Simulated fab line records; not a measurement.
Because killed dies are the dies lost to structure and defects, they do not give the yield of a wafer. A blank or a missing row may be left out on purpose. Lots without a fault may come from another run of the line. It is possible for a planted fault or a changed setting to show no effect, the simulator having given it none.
Which tool did it?    flow n5Finfet    route of 1938 steps, sampled at 1 step: 9 lots, 26 wafers

WHAT THE GAUGES SHOWED, per wafer
N5_BEOL_M3_OVL_MEAS_29.
lot   measured      on          V2_OVL (nm)
L935  day 7 07:21   overlay-02  -1.0 0.6 -1.2
L937  day 8 01:19   overlay-02  1.3 0.6 0.2
L939  day 9 04:31   overlay-02  0.3 -0.2 -0.1
L942  day 9 11:56   overlay-01  0.0 0.2 0.5
L940  day 9 16:29   overlay-02  -1.0 -0.5 -0.4
L946  day 10 12:40  overlay-01  -0.1 -0.6 0.4
L950  day 11 15:39  overlay-01  0.8 0.3
L951  day 11 16:09  overlay-02  -1.2 -0.6 -1.0
L954  day 12 14:01  overlay-02  -0.6 0.6 -0.5

WHAT TOOL EACH LOT RAN ON (gives the tool, then ch and the chambers of the sampled wafers, and finally the start)
No process step before these readings appears in the record.

THE ANSWER, worked out from the rows above alone
Rule: the lots themselves supply what counts as usual. The widest of any qualifying gaps counts: lots, ordered by their means at a reading, are off when they make up no more than a third of the lots, leave a main group of 4 or more, and stand apart from it by 3 or more times the standard deviation of that group's means. The tables above print the reading to a certain number of digits; a main group whose means all agree to those digits is not used. A lot without any number at a reading at which 4 lots or more have one is off too. Any other lot the step has rows for is counted as sound.
Nothing can be told from this: no lot is off at any reading shown.

WHAT WAS PUT IN BY THE SIMULATOR
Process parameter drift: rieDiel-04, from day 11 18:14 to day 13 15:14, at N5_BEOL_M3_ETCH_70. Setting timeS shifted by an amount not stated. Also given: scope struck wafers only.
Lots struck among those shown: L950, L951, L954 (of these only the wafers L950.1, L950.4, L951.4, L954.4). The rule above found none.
